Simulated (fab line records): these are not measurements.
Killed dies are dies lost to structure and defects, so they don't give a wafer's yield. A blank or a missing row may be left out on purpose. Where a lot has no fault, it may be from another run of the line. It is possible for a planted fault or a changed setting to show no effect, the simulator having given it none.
Split-lot study    flow n5 finfet    on a route of 1938 steps: 7 lots, 21 wafers read

== ABOUT THE SPLIT ==
At N5_BEOL_M15_COAT_60 (time 60 s, resist thk 89 nm), the setting spin rpm was moved away from the recipe's 1500 rpm on 6 of the 21 wafers read, by -9.3% to +10.1%. This setting was run at the recipe's value on the other wafers.

== FROM THE SPLIT TO THE READING: what the file shows between them, 6 steps ==
- N5_BEOL_M15_EXPOSE_25: exposes mask M15, target cd 400 nm (also split here: dose mj)
- N5_BEOL_M15_PEB_26: peb time 90 s
- N5_BEOL_M15_DEVELOP_27: develop time 45 s
- N5_BEOL_M15_HARDBAKE_32: time 120 s
- N5_BEOL_M15_CD_MEAS_28: target cd 407.6 nm
- N5_BEOL_M15_DESCUM_33: chemistry O2, time 7.9 s

== THE READING ==
etch.depth nm (the simulator's own value, which no gauge read), in nm, at N5_BEOL_M15_ETCH_61 (etches BARC in N2/H2, target depth 89 nm, overetch 26.7 nm, time 67.9 s). The file gives no usual value for it. Here, 15 wafers ran the recipe; their average is 89.00 nm with a standard deviation of 0.2 nm.

wafer   tool, chamber at the split  spin rpm as run, rpm  against the recipe  etch.depth nm, nm  against lot-mates on the recipe
L075.1  litho track-02, 0           1500                  recipe              88.8               -
L075.2  litho track-02, 0           1500                  recipe              88.83              -
L075.4  litho track-02, 0           1500                  recipe              89.2               -
L079.3  litho track-05, 0           1500                  recipe              88.87              -
L079.4  litho track-05, 0           1361                  -9.3%               93.36              +4.59
L079.5  litho track-05, 0           1500                  recipe              88.67              -
L086.2  litho track-03, 0           1621                  +8.1%               86.01              -3.20
L086.4  litho track-03, 0           1500                  recipe              89.21              -
L086.6  litho track-03, 0           1500                  recipe              89.22              -
L087.3  litho track-03, 0           1500                  recipe              89.19              -
L087.5  litho track-03, 0           1632                  +8.8%               85.43              -3.76
L087.6  litho track-03, 0           1632                  +8.8%               85.84              -3.35
L091.2  litho track-03, 0           1651                  +10.1%              84.98              -4.06
L091.3  litho track-03, 0           1500                  recipe              89.16              -
L091.4  litho track-03, 0           1500                  recipe              88.93              -
L096.3  litho track-02, 0           1500                  recipe              88.81              -
L096.4  litho track-02, 0           1500                  recipe              88.81              -
L096.5  litho track-02, 0           1567                  +4.5%               86.86              -1.95
L095.1  litho track-02, 0           1500                  recipe              88.92              -
L095.4  litho track-02, 0           1500                  recipe              89.35              -
L095.5  litho track-02, 0           1500                  recipe              89.07              -

FIT RESULTS
A straight line over all 21 wafers: etch.depth nm changes by -0.411 nm for each +1% of spin rpm; r = -0.99; the points scatter about the line by 0.26 nm.
The same after taking each lot's own level away (the mean of its wafers on the recipe; 21 wafers): -0.428 nm for each +1%; r = -0.99; scatter 0.21 nm.
On that fit, the largest move of spin rpm shifts the reading by 4.3 nm.
The span of the lots' own levels, 88.770 to 89.215 nm, comes to 2.2 times the standard deviation stated above.
The two slopes agree, so the slope changes little with the lot-to-lot level.
Check: with one of the wafers moved furthest among these (+10.1%) left out of the fit, the line predicts -4.29 nm for it against its lot-mates. Against them it came out at -4.06 nm.

== ADDITIONAL SPLITS CARRIED BY THESE WAFERS ==
Note: prior to the reading, these wafers also went through further splits. Each is held against what the fit with the lots' levels taken away leaves over:
other split on the same wafers  wafers away from the commonest value  r with etch.depth nm (lot level and that fit taken away)
N5_BEOL_M14_PEB_26 peb temp c   8                                     -0.23
N5_BEOL_M15_EXPOSE_25 dose mj   6                                     -0.11

== THE WHOLE CHAIN: every reading that the file lists as answering this split, in the file's order ==
step                 what it does                                                             reading                                                                           change (the file's fit)                r (the file's)
N5_BEOL_M15_COAT_60  time 60 s, resist thk 89 nm                                              BARC_of_BEOL_M15_COAT_60.thk nm (the simulator's own value, which no gauge read)  -0.433 nm for each +1% of the setting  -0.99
N5_BEOL_M15_ETCH_61  etches BARC in N2/H2, target depth 89 nm, overetch 26.7 nm, time 67.9 s  etch.depth nm (the simulator's own value, which no gauge read)                    -0.427 nm for each +1% of the setting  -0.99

== FILE'S OWN FIT ==
etch.depth nm changes by -0.427 nm for each +1% of spin rpm, r = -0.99.
